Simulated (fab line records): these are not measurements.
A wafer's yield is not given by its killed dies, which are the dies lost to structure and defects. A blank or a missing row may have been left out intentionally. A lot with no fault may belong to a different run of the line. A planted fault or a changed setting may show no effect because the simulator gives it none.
Comparing a struck lot with a sound one | flow n5 finfet | 17 out of 1938 route steps
Sound: these wafers, L798.1, L798.4, L798.5. Struck: wafer L809.4. (L809.5 of the same lot was not struck and is left out.) The cause comes at the end.
Order at every step that has rows: each side's tool, ch and its chambers, its first start. Under that, the readings that differ: sound wafers | struck wafers | difference of the means | sigmas: that difference in standard deviations of wafers without a fault.
alike: a reading whose means differ by less than 2 such deviations, as well as words and numbers matching on both sides. not compared: withheld readings; readings where some wafer has no value; bounds like >300 that might hide an equal value; numbers whose values overlap and for which the record gives no deviation.
The two part at a step that has a row with sigmas, a row that says differs or no value, or rows on one side only. Non-overlapping numbers with no deviation appear without sigmas and do not part them. A reading that every wafer of one side lacks parts them only if that side has two wafers or more.

first, 9 steps without rows for these wafers: N5_GATE_CUT_COAT_34 (time 60 s, resist thk 60 nm); N5_GATE_CUT_COAT_35 (time 60 s, resist thk 10 nm); N5_GATE_CUT_COAT_27 (time 60 s, resist thk 10 nm); N5_GATE_CUT_COAT_07 (resist thk 30 nm); N5_GATE_CUT_EBR_09; N5_GATE_CUT_SOFTBAKE_08 (time 60 s); N5_GATE_CUT_EXPOSE_10 (exposes mask GATE CUT, target cd 20 nm); N5_GATE_CUT_PEB_11 (peb time 60 s); N5_GATE_CUT_DEVELOP_12 (develop time 30 s).
N5_GATE_CUT_CD_MEAS_13 targets a cd of 20 nm.
  sound on cd sem-01 ch 0, day 5 00:05; struck on cd sem-02 ch 0, day 7 21:30
  reading    | sound             | struck | difference | sigmas
  cd nm (nm) | 20.36 20.74 20.37 | 19.62  | -0.87      | -3
N5_GATE_CUT_OVL_MEAS_14:
  sound on overlay-02 ch 0, day 5 00:07; struck on overlay-02 ch 0, day 7 21:32
  alike: GATE_CUT_OVL
N5_GATE_CUT_INSPECT_15: inspects for defects (brightfield).
  struck on defect inspect-01, day 7 21:35; sound on defect inspect-02, day 5 00:10
  reading          | sound      | struck | difference | sigmas
  raw defect count | 316 178 95 | 75     | -121       | -3
N5_GATE_CUT_DESCUM_18: chemistry O2, time 7 s.
  sound on rie diel-05 ch 1,2, day 5 00:13; struck on rie diel-05 ch 1, day 7 21:45
  reading                                       | sound          | struck | difference | sigmas
  model.CAR-EUV_of_GATE_CUT_COAT_07.thk nm (nm) | 26.4 26.2 26.2 | 25.4   | -0.9       |
  alike: drypump motor current A, oes product au, rf vpp V, showerhead plenum p Torr, throttle valve pct
  not compared: rf hours counter h
N5_GATE_CUT_ETCH_28: etches underlayer in N2/H2, target depth 13 nm, time 10.4 s.
  sound on rie diel-05 ch 1,2, day 5 00:15; struck on rie diel-05 ch 1, day 7 21:46
  alike: drypump motor current A, etch rf on time s, oes product au, rf vpp V, showerhead plenum p Torr, throttle valve pct
  not compared: rf hours counter h
N5_GATE_CUT_ETCH_36: etches SiARC in CF4, target depth 13 nm, time 21.7 s.
  sound on rie diel-05 ch 1,2, day 5 00:16; struck on rie diel-05 ch 1, day 7 21:48
  reading                                       | sound       | struck | difference | sigmas
  model.CAR-EUV_of_GATE_CUT_COAT_07.thk nm (nm) | 7.4 7.2 7.2 | 6.4    | -0.9       |
  alike: drypump motor current A, etch rf on time s, oes product au, rf vpp V, showerhead plenum p Torr, throttle valve pct
  not compared: rf hours counter h
N5_GATE_CUT_ETCH_37: etches SOC in N2/H2, target depth 60 nm, overetch 12 nm, time 90 s.
  sound on rie diel-05 ch 1,2, day 5 00:18; struck on rie diel-05 ch 1, day 7 21:50
  alike: drypump motor current A, oes product au, rf vpp V, showerhead plenum p Torr, throttle valve pct
  not compared: rf hours counter h
then, 1 step without rows for these wafers: N5_PASSIVATION_PROBE_49.

== WHERE THEY PART ==
First at N5_GATE_CUT_CD_MEAS_13; last, within this record, at N5_GATE_CUT_INSPECT_15. Later steps at which nothing parts them and some readings are alike: N5_GATE_CUT_DESCUM_18, N5_GATE_CUT_ETCH_28, N5_GATE_CUT_ETCH_36, N5_GATE_CUT_ETCH_37.

WHY: the cause the simulator had injected
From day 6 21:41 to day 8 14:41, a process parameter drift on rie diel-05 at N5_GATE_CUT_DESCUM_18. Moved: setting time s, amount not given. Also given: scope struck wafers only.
